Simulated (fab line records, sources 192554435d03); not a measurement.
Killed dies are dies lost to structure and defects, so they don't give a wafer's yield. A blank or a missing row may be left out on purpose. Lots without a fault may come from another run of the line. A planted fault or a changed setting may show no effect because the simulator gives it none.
Chamber matching | flow n5_finfet | N5_DUMMY_REMOVAL_STRIP_10 on rie_diel-06: 4 sister chambers
The step strips in N2/H2, time 40 s. 18 wafers are shown with their chamber, then 9 later ones without.

WAFERS WITH THEIR CHAMBER
wafer  | chamber | drypump_motor_current_A (A) | showerhead_plenum_p_Torr (Torr) | oes_product_au (a.u.)
L076.1 | 3       | 6.4                         | 3.47                            | 0.74
L076.2 | 2       | 5.9                         | 3.57                            | 0.82
L076.3 | 1       | 6.0                         | 3.52                            | 0.75
L077.1 | 2       | 5.9                         | 3.57                            | 0.82
L077.2 | 3       | 6.5                         | 3.46                            | 0.75
L077.4 | 0       | 5.6                         | 3.37                            | 0.78
L078.1 | 3       | 6.5                         | 3.46                            | 0.74
L078.5 | 3       | 6.5                         | 3.46                            | 0.74
L078.6 | 0       | 5.6                         | 3.37                            | 0.78
L079.2 | 2       | 5.9                         | 3.57                            | 0.81
L079.3 | 0       | 5.6                         | 3.37                            | 0.79
L079.5 | 3       | 6.5                         | 3.46                            | 0.75
L080.2 | 2       | 5.9                         | 3.57                            | 0.82
L080.3 | 1       | 6.0                         | 3.51                            | 0.75
L080.6 | 0       | 5.6                         | 3.37                            | 0.77
L085.1 | 0       | 5.6                         | 3.36                            | 0.77
L085.4 | 2       | 5.9                         | 3.56                            | 0.80
L085.6 | 0       | 5.6                         | 3.36                            | 0.77

SIGNATURES (means of the wafers above)
reading                  | chamber 0 | chamber 1 | chamber 2 | chamber 3 | scatter within a chamber
drypump_motor_current_A  | 5.600     | 6.000     | 5.900     | 6.480     | 0.0239
showerhead_plenum_p_Torr | 3.3667    | 3.5150    | 3.5680    | 3.4620    | 0.00495
oes_product_au           | 0.7767    | 0.7500    | 0.8140    | 0.7440    | 0.00743
Rule: a wafer's distance from a chamber is the root of the sum, over the readings, of the square of ((its reading less the chamber's mean) divided by the reading's scatter). The wafer belongs to the nearest chamber; if the next one is less than 2 further off, it can't be placed. The scatter: the root of (the sum of the squares of (reading less its chamber's mean) over the shown wafers, divided by (wafers less chambers)).

WAFERS WITHOUT THEIR CHAMBER
wafer  | drypump_motor_current_A (A) | showerhead_plenum_p_Torr (Torr) | oes_product_au (a.u.)
L091.4 | 6.5                         | 3.45                            | 0.73
L091.5 | 5.9                         | 3.56                            | 0.80
L091.6 | 6.5                         | 3.45                            | 0.73
L094.4 | 5.9                         | 3.55                            | 0.78
L094.5 | 6.0                         | 3.50                            | 0.73
L094.6 | 5.9                         | 3.55                            | 0.79
L096.1 | 6.4                         | 3.45                            | 0.72
L096.5 | 5.6                         | 3.35                            | 0.76
L096.6 | 6.5                         | 3.45                            | 0.72

WHICH CHAMBER EACH WENT THROUGH
wafer  | from the rows above | in truth
L091.4 | 3                   | 3
L091.5 | 2                   | 2
L091.6 | 3                   | 3
L094.4 | 2                   | 2
L094.5 | 1                   | 1
L094.6 | 2                   | 2
L096.1 | 3                   | 3
L096.5 | 0                   | 0
L096.6 | 3                   | 3
Placed correctly: 9 of 9. Can't be placed from these rows: 0. Placed wrongly: 0.
